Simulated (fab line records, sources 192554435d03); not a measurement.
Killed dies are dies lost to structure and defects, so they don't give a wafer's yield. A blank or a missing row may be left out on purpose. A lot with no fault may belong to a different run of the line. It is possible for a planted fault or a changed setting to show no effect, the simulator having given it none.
Matching of chambers -- flow n5 finfet -- 4 sister chambers for N5_HKMG_FIN_ETCH_31 on rie diel-01
The step etches SiARC in CF4, target depth 45.5 nm, time 75.8 s. 22 wafers are shown with their chamber, then 11 later ones without.

## EACH WAFER AND ITS CHAMBER
wafer,chamber,drypump motor current A (A),showerhead plenum p Torr (Torr),throttle valve pct (%)
L074.1,1,6.2,2.19,15.68
L074.3,3,6.7,2.21,15.89
L074.4,2,5.6,2.07,15.54
L075.2,3,6.7,2.21,15.90
L075.5,0,5.9,2.06,15.39
L075.6,1,6.2,2.19,15.66
L076.1,3,6.7,2.21,15.91
L076.2,1,6.2,2.19,15.67
L076.4,0,5.9,2.06,15.40
L078.3,3,6.6,2.21,15.90
L078.4,2,5.6,2.06,15.54
L078.5,0,5.9,2.05,15.40
L083.1,2,5.6,2.06,15.56
L083.4,0,5.9,2.05,15.41
L083.5,0,5.9,2.05,15.42
L090.2,3,6.7,2.20,15.96
L090.3,2,5.6,2.06,15.58
L090.5,0,5.9,2.04,15.44
L092.2,2,5.6,2.06,15.61
L092.4,1,6.1,2.17,15.72
L092.5,3,6.7,2.20,15.97
L093.3,3,6.7,2.20,16.00

SIGNATURES (means of the wafers above)
reading,chamber 0,chamber 1,chamber 2,chamber 3,scatter within a chamber
drypump motor current A,5.900,6.175,5.600,6.686,0.0299
showerhead plenum p Torr,2.0517,2.1850,2.0620,2.2057,0.00681
throttle valve pct,15.4100,15.6825,15.5660,15.9329,0.0319
Rule: for each reading, subtract the chamber's mean from the wafer's reading, divide by that reading's scatter and square the result; add these up over the readings and take the root, which gives the wafer's distance from the chamber. The wafer belongs to the nearest chamber; if the next one is less than 2 further off, it can't be placed. The scatter is the square root of a quotient: the sum, over the shown wafers, of each reading's squared deviation from its chamber's mean, divided by wafers minus chambers.

## WAFERS WITHOUT THEIR CHAMBER
wafer,drypump motor current A (A),showerhead plenum p Torr (Torr),throttle valve pct (%)
L093.5,5.6,2.05,15.62
L093.6,6.2,2.17,15.74
L094.2,6.7,2.20,15.98
L094.3,6.1,2.17,15.76
L094.5,5.6,2.05,15.63
L095.1,6.2,2.17,15.74
L095.4,6.7,2.20,15.99
L095.6,6.2,2.17,15.74
L091.3,5.9,2.04,15.48
L091.4,5.6,2.05,15.63
L091.5,5.6,2.05,15.63

## WHICH CHAMBER EACH WENT THROUGH
wafer,from the rows above,in truth
L093.5,2,2
L093.6,1,1
L094.2,3,3
L094.3,1,1
L094.5,2,2
L095.1,1,1
L095.4,3,3
L095.6,1,1
L091.3,0,0
L091.4,2,2
L091.5,2,2
Placed correctly: 11 of 11. From these rows, 0 cannot be placed. Number placed wrongly: 0.
